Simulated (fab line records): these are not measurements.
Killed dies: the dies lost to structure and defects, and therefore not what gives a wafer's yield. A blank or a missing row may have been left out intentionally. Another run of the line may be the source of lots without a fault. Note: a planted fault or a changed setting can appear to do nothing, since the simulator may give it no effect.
Chamber matching	flow n5_finfet	pecvd-01 running N5_BEOL_M0_SAQP_PECVD_00: 3 sister chambers
The step deposits SiCN from 3MS/NH3, target thk 8 nm, time 14 s. 22 wafers are shown with their chamber, then 11 later ones without.

## WAFERS, EACH WITH ITS CHAMBER
wafer	chamber	throttle_valve_pct (%)	showerhead_plenum_p_Torr (Torr)
L074.2	1	8.3	3.649
L074.3	0	9.5	3.671
L074.5	1	8.5	3.663
L076.1	2	9.0	3.676
L076.3	0	9.4	3.678
L076.5	0	9.3	3.687
L079.2	1	8.4	3.649
L079.5	0	9.1	3.682
L079.6	1	8.4	3.657
L080.2	1	8.6	3.654
L080.3	0	9.4	3.680
L080.6	0	9.4	3.685
L081.1	2	8.9	3.667
L081.4	2	9.1	3.673
L081.6	0	9.4	3.685
L083.2	0	9.5	3.678
L083.5	1	8.3	3.652
L083.6	0	9.4	3.687
L088.1	2	8.9	3.668
L088.3	0	9.5	3.683
L088.5	0	9.5	3.687
L089.1	2	8.7	3.669

SIGNATURES (averages over the wafers above)
reading	chamber 0	chamber 1	chamber 2	scatter within a chamber
throttle_valve_pct	9.400	8.417	8.920	0.125
showerhead_plenum_p_Torr	3.68209	3.65400	3.67060	0.00488
Rule: a wafer lies at a distance from a chamber equal to the root of the sum of squares, over the readings, of (its reading less the chamber's mean, divided by the reading's scatter). The wafer belongs to the nearest chamber; if the next one is less than 2 further off, it can't be placed. The scatter: take each reading less its chamber's mean, square it, sum over the shown wafers, divide by the number of wafers less the number of chambers, and take the root.

## WAFERS WITHOUT THEIR CHAMBER
wafer	throttle_valve_pct (%)	showerhead_plenum_p_Torr (Torr)
L089.2	8.5	3.652
L089.5	9.0	3.673
L091.1	9.6	3.695
L091.2	8.5	3.662
L091.5	8.5	3.654
L090.1	8.4	3.652
L090.3	9.5	3.677
L090.4	8.4	3.652
L093.1	9.4	3.678
L093.4	9.6	3.676
L093.5	9.3	3.691

## CHAMBER TAKEN BY EACH
wafer	from the rows above	in truth
L089.2	1	1
L089.5	2	2
L091.1	0	0
L091.2	1	1
L091.5	1	1
L090.1	1	1
L090.3	0	0
L090.4	1	1
L093.1	0	0
L093.4	0	0
L093.5	0	0
Correct placement for 11 of the 11. From these rows, 0 cannot be placed. Wrongly placed: 0.
